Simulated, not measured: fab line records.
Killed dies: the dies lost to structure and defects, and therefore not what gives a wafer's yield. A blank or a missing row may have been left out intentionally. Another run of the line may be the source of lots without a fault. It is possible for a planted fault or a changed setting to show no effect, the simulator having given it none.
Chamber matching ; flow n5-finfet ; N5_BEOL_M5_CURE_79 on uv-cure-03: 3 sister chambers
The step cures SiCOH lowk, time 240 s. 14 wafers are shown with their chamber, then 7 later ones without.

== WAFERS, EACH WITH ITS CHAMBER ==
wafer;chamber;wafer_temp_C_max;lamp-power-pct (%)
L078.1;1;386.3;52.23
L078.5;1;386.4;52.40
L078.6;1;386.2;52.41
L086.2;0;386.3;52.36
L086.3;0;386.2;52.37
L086.5;0;385.9;52.32
L087.1;0;386.1;52.27
L087.4;0;386.1;52.34
L087.5;0;386.0;52.29
L088.2;2;386.6;52.37
L088.4;2;386.3;52.32
L088.5;2;386.6;52.28
L093.1;1;386.2;52.29
L093.4;1;386.2;52.25

SIGNATURES (means of the wafers above)
reading;chamber 0;chamber 1;chamber 2;scatter within a chamber
wafer_temp_C_max;386.100;386.260;386.500;0.132
lamp-power-pct;52.3250;52.3160;52.3233;0.0604
Rule: for a wafer and a chamber, the distance is found by dividing, reading by reading, the gap between the wafer's reading and the chamber's mean by the reading's scatter, squaring, summing and taking the root. The wafer belongs to the nearest chamber; if the next one is less than 2 further off, it can't be placed. The scatter: take each reading less its chamber's mean, square it, sum over the shown wafers, divide by the number of wafers less the number of chambers, and take the root.

== WAFERS WHOSE CHAMBER IS MISSING ==
wafer;wafer_temp_C_max;lamp-power-pct (%)
L093.6;386.2;52.37
L094.2;386.8;52.39
L094.4;386.7;52.28
L094.5;386.0;52.43
L095.3;386.7;52.40
L095.5;386.3;52.30
L095.6;386.2;52.16

== WHICH CHAMBER EACH WENT THROUGH ==
wafer;from the rows above;in truth
L093.6;can't be placed: 1 or 0 or 2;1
L094.2;can't be placed: 2 or 1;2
L094.4;can't be placed: 2 or 1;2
L094.5;can't be placed: 0 or 1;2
L095.3;can't be placed: 2 or 1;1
L095.5;can't be placed: 1 or 2 or 0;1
L095.6;can't be placed: 1 or 0 or 2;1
Correct placement for 0 of the 7. From these rows, 7 cannot be placed; in 6 the true chamber is one of the candidates. Number placed wrongly: 0.
